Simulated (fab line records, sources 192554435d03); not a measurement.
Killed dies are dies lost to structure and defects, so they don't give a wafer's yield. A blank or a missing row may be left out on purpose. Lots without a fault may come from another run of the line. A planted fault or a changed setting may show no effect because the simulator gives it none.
Chamber matching | flow n5_finfet | N5_BEOL_M3_DESCUM_33 on rie_diel-06: 4 sister chambers
The step chemistry O2, time 7 s. 4 wafers are shown with their chamber, then 7 later ones without.

WAFERS WITH THEIR CHAMBER
wafer  | chamber | drypump_motor_current_A (A)
L084.2 | 0       | 6.4
L095.5 | 2       | 6.5
L087.1 | 1       | 5.4
L087.2 | 3       | 5.4

WAFERS WITHOUT THEIR CHAMBER
wafer  | drypump_motor_current_A (A)
L087.3 | 6.5
L093.2 | 6.5
L093.3 | 6.4
L093.6 | 5.4
L086.3 | 6.4
L086.4 | 6.5
L086.5 | 5.5

WHICH CHAMBER EACH WENT THROUGH
wafer  | from the rows above     | in truth
L087.3 | 2                       | 2
L093.2 | 2                       | 2
L093.3 | 0                       | 0
L093.6 | can't be placed: 1 or 3 | 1
L086.3 | 0                       | 0
L086.4 | 2                       | 2
L086.5 | can't be placed: 1 or 3 | 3
Placed correctly: 5 of 7. Can't be placed from these rows: 2 (the true chamber is among the candidates in 2). Placed wrongly: 0.
How it was worked out, from the rows above alone: a wafer's distance from a chamber is the root of the sum, over the readings, of the square of ((its reading less the chamber's mean) divided by the reading's scatter). The wafer belongs to the nearest chamber; if the next one is less than 2 further off, it can't be placed. A chamber's mean is the mean of its shown wafers. The scatter: with one shown wafer a chamber, the root of the mean of the squares of how far each hidden wafer lies from its nearest shown one.
